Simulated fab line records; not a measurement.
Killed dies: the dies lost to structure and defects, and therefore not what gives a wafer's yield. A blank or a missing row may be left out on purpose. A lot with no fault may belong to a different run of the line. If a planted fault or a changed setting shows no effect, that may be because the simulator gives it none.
Matching of chambers ; flow nand_harc ; rie_diel-04 running NHARC_P_M1_STRIP_18: 4 sister chambers
The step strips in N2/H2. 8 wafers are shown with their chamber, then 7 later ones without.

== WAFERS WITH THEIR CHAMBER ==
wafer;chamber;oes_product_au (a.u.);rf_vpp_V (V)
L074.5;2;0.988;91.9
L081.5;2;0.992;92.4
L082.4;1;0.999;90.5
L082.6;3;0.996;90.2
L083.5;1;1.006;91.6
L083.6;0;0.984;87.9
L084.1;3;1.009;90.5
L084.3;0;0.987;90.3

== WAFERS WITH NO CHAMBER GIVEN ==
wafer;oes_product_au (a.u.);rf_vpp_V (V)
L084.5;1.012;90.9
L091.1;1.000;89.5
L091.4;0.991;90.9
L091.5;0.998;90.6
L094.4;0.969;89.8
L094.5;0.987;91.5
L094.6;0.994;89.9

== EACH ONE'S CHAMBER ==
wafer;from the rows above;in truth
L084.5;can't be placed: 1 or 3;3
L091.1;can't be placed: 3 or 1 or 0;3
L091.4;can't be placed: 2 or 1 or 0 or 3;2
L091.5;can't be placed: 3 or 1 or 2 or 0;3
L094.4;can't be placed: 0 or 2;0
L094.5;can't be placed: 2 or 0 or 1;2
L094.6;can't be placed: 3 or 0 or 1 or 2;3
0 of 7 placed correctly. These rows do not allow placing 7 (true chamber among the candidates in 7). Number placed wrongly: 0.
How it was worked out, from the rows above alone: a wafer's distance from a chamber is the root of the sum, over the readings, of the square of ((its reading less the chamber's mean) divided by the reading's scatter). The wafer belongs to the nearest chamber; if the next one is less than 2 further off, it can't be placed. The mean given for a chamber averages the wafers shown for that chamber. The scatter: take each reading less its chamber's mean, square it, sum over the shown wafers, divide by the number of wafers less the number of chambers, and take the root.
